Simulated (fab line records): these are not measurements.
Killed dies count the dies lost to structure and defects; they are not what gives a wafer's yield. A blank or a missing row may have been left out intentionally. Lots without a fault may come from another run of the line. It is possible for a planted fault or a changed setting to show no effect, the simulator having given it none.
Which tool was responsible? / flow n5 finfet / 10 lots, 30 wafers sampled, at 5 steps of a route of 1938

## WHAT THE GAUGES SHOWED, per wafer
N5_BEOL_M4_RC_MEAS_101.
lot=L179; measured=day 8 01:25; on=prober-02; DIBL_N (mV/V)=37.3 33.5 37.9
lot=L180; measured=day 8 09:25; on=prober-02; DIBL_N (mV/V)=35.3 37.4 35.5
lot=L183; measured=day 9 06:08; on=prober-01; DIBL_N (mV/V)=37.5 37.4 36.8
lot=L184; measured=day 9 06:33; on=prober-02; DIBL_N (mV/V)=34.5 33.6 33.7
lot=L185; measured=day 9 15:37; on=prober-02; DIBL_N (mV/V)=37.0 35.2 35.6
lot=L187; measured=day 9 19:12; on=prober-02; DIBL_N (mV/V)=33.3 36.3 35.0
lot=L188; measured=day 10 08:57; on=prober-01; DIBL_N (mV/V)=35.2 35.3 36.4
lot=L193; measured=day 11 09:40; on=prober-02; DIBL_N (mV/V)=38.2 36.9 35.5
lot=L194; measured=day 12 04:37; on=prober-01; DIBL_N (mV/V)=35.8 36.1 36.9
lot=L195; measured=day 12 05:17; on=prober-02; DIBL_N (mV/V)=35.6 37.7 36.3

## WHAT TOOL EACH LOT RAN ON (gives the tool, then ch and the chambers of the sampled wafers, and finally the start)
lot=L179; N5_BEOL_M1_SPUTTER_94=pvd sputter-01, day 6 10:37; N5_BEOL_M1_ANNEAL_95=pvd sputter-01, day 6 10:41; N5_BEOL_M1_SPUTTER_96=pvd sputter-01, day 6 10:50; N5_BEOL_M1_CMP_52=cmp-02 ch 0,1,3, day 6 11:19
lot=L180; N5_BEOL_M1_SPUTTER_94=pvd sputter-01, day 6 20:53; N5_BEOL_M1_ANNEAL_95=pvd sputter-01, day 6 20:58; N5_BEOL_M1_SPUTTER_96=pvd sputter-01, day 6 21:07; N5_BEOL_M1_CMP_52=cmp-04 ch 0,3, day 6 21:36
lot=L183; N5_BEOL_M1_SPUTTER_94=pvd sputter-02, day 7 14:32; N5_BEOL_M1_ANNEAL_95=pvd sputter-02, day 7 14:37; N5_BEOL_M1_SPUTTER_96=pvd sputter-02, day 7 14:45; N5_BEOL_M1_CMP_52=cmp-04 ch 0,1,2, day 7 15:19
lot=L184; N5_BEOL_M1_SPUTTER_94=pvd sputter-01, day 7 19:21; N5_BEOL_M1_ANNEAL_95=pvd sputter-01, day 7 19:26; N5_BEOL_M1_SPUTTER_96=pvd sputter-01, day 7 19:34; N5_BEOL_M1_CMP_52=cmp-04 ch 0,3, day 7 20:07
lot=L185; N5_BEOL_M1_SPUTTER_94=pvd sputter-01, day 8 03:24; N5_BEOL_M1_ANNEAL_95=pvd sputter-01, day 8 03:29; N5_BEOL_M1_SPUTTER_96=pvd sputter-01, day 8 03:37; N5_BEOL_M1_CMP_52=cmp-04 ch 0,1,2, day 8 04:23
lot=L187; N5_BEOL_M1_SPUTTER_94=pvd sputter-02, day 8 13:12; N5_BEOL_M1_ANNEAL_95=pvd sputter-02, day 8 13:17; N5_BEOL_M1_SPUTTER_96=pvd sputter-02, day 8 13:25; N5_BEOL_M1_CMP_52=cmp-02 ch 1,2, day 8 13:55
lot=L188; N5_BEOL_M1_SPUTTER_94=pvd sputter-01, day 8 17:13; N5_BEOL_M1_ANNEAL_95=pvd sputter-01, day 8 17:17; N5_BEOL_M1_SPUTTER_96=pvd sputter-01, day 8 17:26; N5_BEOL_M1_CMP_52=cmp-02 ch 0,2, day 8 17:58
lot=L193; N5_BEOL_M1_SPUTTER_94=pvd sputter-01, day 9 21:55; N5_BEOL_M1_ANNEAL_95=pvd sputter-01, day 9 22:00; N5_BEOL_M1_SPUTTER_96=pvd sputter-01, day 9 22:08; N5_BEOL_M1_CMP_52=cmp-04 ch 1,2,3, day 9 22:49
lot=L194; N5_BEOL_M1_SPUTTER_94=pvd sputter-01, day 10 12:37; N5_BEOL_M1_ANNEAL_95=pvd sputter-01, day 10 12:42; N5_BEOL_M1_SPUTTER_96=pvd sputter-01, day 10 12:50; N5_BEOL_M1_CMP_52=cmp-01 ch 0,2,3, day 10 13:20
lot=L195; N5_BEOL_M1_SPUTTER_94=pvd sputter-03, day 10 12:50; N5_BEOL_M1_ANNEAL_95=pvd sputter-03, day 10 12:55; N5_BEOL_M1_SPUTTER_96=pvd sputter-03, day 10 13:03; N5_BEOL_M1_CMP_52=cmp-02 ch 0,1,2, day 10 13:46
- N5_BEOL_M1_SPUTTER_94: material Cu, target thk 4.5 nm, time 8.29 s.
- N5_BEOL_M1_ANNEAL_95: time 240 s.
- N5_BEOL_M1_SPUTTER_96: material Cu, target thk 4.5 nm, time 8.29 s.
- N5_BEOL_M1_CMP_52: polishes, stops on SiOC, t overpolish 6.8 s, target thk 40 nm.

## THE ANSWER, worked out from the rows above alone
Rule: usual is defined by the lots themselves. Put in order of their means at a reading, lots are off if they are a third of the lots or fewer, leave a main group of 4 or more, and stand apart from it by a gap of 3 or more times the standard deviation of the main group's means; of several such gaps the widest counts. A main group is skipped when, at the precision printed for the reading in the tables above, its means are all equal. A lot without any number at a reading at which 4 lots or more have one is off too. The other lots that the step has rows for count as sound.
None of the lots is off at any reading shown; this tells nothing.

## WHAT HAD BEEN PUT IN BY THE SIMULATOR
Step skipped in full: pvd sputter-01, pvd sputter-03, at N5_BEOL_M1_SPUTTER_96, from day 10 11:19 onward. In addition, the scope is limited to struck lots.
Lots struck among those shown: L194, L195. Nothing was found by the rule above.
